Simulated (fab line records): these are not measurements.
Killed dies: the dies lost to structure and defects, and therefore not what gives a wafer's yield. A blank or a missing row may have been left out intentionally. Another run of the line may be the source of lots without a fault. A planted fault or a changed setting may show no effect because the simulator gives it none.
Chamber matching || flow n5-finfet || 4 sister chambers for N5_BEOL_M6_DESCUM_16 on rie-diel-04
The step chemistry O2, time 7.9 s. 4 wafers are shown with their chamber, then 9 later ones without.

## WAFERS, EACH WITH ITS CHAMBER
{"wafer": "L089.6", "chamber": 1, "drypump-motor-current-A (A)": 4.8}
{"wafer": "L094.1", "chamber": 2, "drypump-motor-current-A (A)": 5.6}
{"wafer": "L094.2", "chamber": 3, "drypump-motor-current-A (A)": 5.4}
{"wafer": "L094.3", "chamber": 0, "drypump-motor-current-A (A)": 5.5}

## WAFERS WHOSE CHAMBER IS MISSING
{"wafer": "L094.4", "drypump-motor-current-A (A)": 4.7}
{"wafer": "L094.5", "drypump-motor-current-A (A)": 5.5}
{"wafer": "L094.6", "drypump-motor-current-A (A)": 4.7}
{"wafer": "L095.2", "drypump-motor-current-A (A)": 5.5}
{"wafer": "L095.3", "drypump-motor-current-A (A)": 4.7}
{"wafer": "L095.6", "drypump-motor-current-A (A)": 5.6}
{"wafer": "L096.1", "drypump-motor-current-A (A)": 5.5}
{"wafer": "L096.3", "drypump-motor-current-A (A)": 5.7}
{"wafer": "L096.5", "drypump-motor-current-A (A)": 5.5}

## WHICH CHAMBER EACH WENT THROUGH
{"wafer": "L094.4", "from the rows above": 1, "in truth": 1}
{"wafer": "L094.5", "from the rows above": "can't be placed: 0 or 2 or 3", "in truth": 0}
{"wafer": "L094.6", "from the rows above": 1, "in truth": 1}
{"wafer": "L095.2", "from the rows above": "can't be placed: 0 or 2 or 3", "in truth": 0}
{"wafer": "L095.3", "from the rows above": 1, "in truth": 1}
{"wafer": "L095.6", "from the rows above": "can't be placed: 2 or 0", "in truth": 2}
{"wafer": "L096.1", "from the rows above": "can't be placed: 0 or 2 or 3", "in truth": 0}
{"wafer": "L096.3", "from the rows above": "can't be placed: 2 or 0", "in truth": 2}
{"wafer": "L096.5", "from the rows above": "can't be placed: 0 or 2 or 3", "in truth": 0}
Correctly placed: 3 of 9. Can't be placed from these rows: 6 (the true chamber is among the candidates in 6). 0 placed wrongly.
How it was worked out, from the rows above alone: a wafer's distance from a chamber is the root of the sum, over the readings, of the square of ((its reading less the chamber's mean) divided by the reading's scatter). If the next closest chamber is less than 2 further off than the closest, the wafer can't be placed; otherwise it belongs to the closest. For every chamber, the mean is computed from those of its wafers that are shown. The scatter: root of mean squared gap, hidden wafer to nearest shown wafer, with one shown wafer a chamber.
